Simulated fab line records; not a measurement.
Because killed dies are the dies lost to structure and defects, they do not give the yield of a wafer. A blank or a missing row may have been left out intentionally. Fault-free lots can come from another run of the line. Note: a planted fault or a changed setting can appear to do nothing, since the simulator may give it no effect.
Lot-split experiment	flow n5_finfet	route with 1938 steps; 7 lots, 21 wafers read

== SPLIT DETAILS ==
At N5_BEOL_M6_COAT_22 (resist thk 30 nm), the setting spin_rpm was moved away from the recipe's 1500 rpm on 7 of the 21 wafers read, by -7.0% to +10.1%. This setting was run at the recipe's value on the other wafers.

== FROM THE SPLIT TO THE READING: what the file shows between them, 4 steps ==
- N5_BEOL_M6_EXPOSE_25: exposes mask V5, target cd 40 nm (also split here: dose_mj)
- N5_BEOL_M6_PEB_26: peb time 60 s
- N5_BEOL_M6_DEVELOP_27: develop time 30 s
- N5_BEOL_M6_CD_MEAS_28: target cd 40 nm

== THE READING ==
CAR-EUV_of_BEOL_M6_COAT_22.thk_nm (the simulator's own value, which no gauge read), in nm, at N5_BEOL_M6_DESCUM_33 (chemistry O2, time 7 s). The file does not state a usual value for it. Here, 14 wafers ran the recipe; their average is 26.0 nm with a standard deviation of 0.1 nm.

wafer	tool, chamber at the split	spin_rpm as run, rpm	against the recipe	CAR-EUV_of_BEOL_M6_COAT_22.thk_nm, nm	against lot-mates on the recipe
L078.1	litho_track-02, 0	1500	recipe	26	-
L078.3	litho_track-02, 0	1500	recipe	26	-
L078.4	litho_track-02, 0	1633	+8.9%	24.8	-1.2
L079.2	litho_track-03, 0	1500	recipe	26	-
L079.5	litho_track-03, 0	1500	recipe	25.8	-
L079.6	litho_track-03, 0	1500	recipe	26	-
L081.3	litho_track-03, 0	1651	+10.1%	24.6	no lot-mate on the recipe
L081.5	litho_track-03, 0	1651	+10.1%	24.6	no lot-mate on the recipe
L081.6	litho_track-03, 0	1651	+10.1%	24.6	no lot-mate on the recipe
L083.3	litho_track-03, 0	1500	recipe	25.8	-
L083.4	litho_track-03, 0	1548	+3.2%	25.4	-0.4
L083.5	litho_track-03, 0	1500	recipe	25.8	-
L085.3	litho_track-02, 0	1395	-7.0%	27	+1.0
L085.4	litho_track-02, 0	1500	recipe	26	-
L085.5	litho_track-02, 0	1500	recipe	26	-
L090.1	litho_track-04, 0	1500	recipe	26.2	-
L090.3	litho_track-04, 0	1500	recipe	26	-
L090.4	litho_track-04, 0	1500	recipe	26	-
L095.4	litho_track-03, 0	1500	recipe	26	-
L095.5	litho_track-03, 0	1500	recipe	26	-
L095.6	litho_track-03, 0	1598	+6.5%	25.2	-0.8

FIT RESULTS
A straight line over all 21 wafers: CAR-EUV_of_BEOL_M6_COAT_22.thk_nm changes by -0.136 nm for each +1% of spin_rpm; r = -0.99; the points scatter about the line by 0.099 nm.
The same after taking each lot's own level away (the mean of its wafers on the recipe; 18 wafers): -0.134 nm for each +1%; r = -0.99; scatter 0.063 nm.
That fit puts the effect of the largest move of spin_rpm on the reading at 1.4 nm.
Across the lots, their own levels run from 25.80 to 26.07 nm, a range of 2.6 times the standard deviation given above.
So the lot-to-lot level changes the slope little: the two slopes agree.
Check: for one of the wafers moved furthest among these (+8.9%), held out of the fit, the line's prediction against its lot-mates is -1.17 nm. It came out at -1.2 nm against them.

== THESE WAFERS: OTHER SPLITS ==
Before the reading, these wafers also passed through other splits. Each is held against what the fit with the lots' levels taken away leaves over:
other split on the same wafers	wafers away from the commonest value	r with CAR-EUV_of_BEOL_M6_COAT_22.thk_nm (lot level and that fit taken away)
N5_BEOL_M3_TRENCH_ETCH_37 source_w	9	-0.06
N5_BEOL_M4_TRENCH_ETCH_37 bias_w	9	+0.13
N5_BEOL_M5_ILD_DEP_00 time_s	7	+0.12
N5_BEOL_M5_EXPOSE_25 dose_mj	6	-0.05
N5_BEOL_M5_ETCH_68 bias_w	5	-0.24
N5_BEOL_M6_EXPOSE_25 dose_mj	5	+0.12

== THE WHOLE CHAIN: every reading that the file lists as answering this split, in the file's order ==
step	what it does	reading	change (the file's fit)	r (the file's)
N5_BEOL_M6_COAT_22	resist thk 30 nm	CAR-EUV_of_BEOL_M6_COAT_22.thk_nm (the simulator's own value, which no gauge read)	-0.141 nm for each +1% of the setting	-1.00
N5_BEOL_M6_DESCUM_33	chemistry O2, time 7 s	CAR-EUV_of_BEOL_M6_COAT_22.thk_nm (the simulator's own value, which no gauge read)	-0.134 nm for each +1% of the setting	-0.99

== THE FILE'S OWN FIT ==
CAR-EUV_of_BEOL_M6_COAT_22.thk_nm changes by -0.134 nm for each +1% of spin_rpm, r = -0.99.
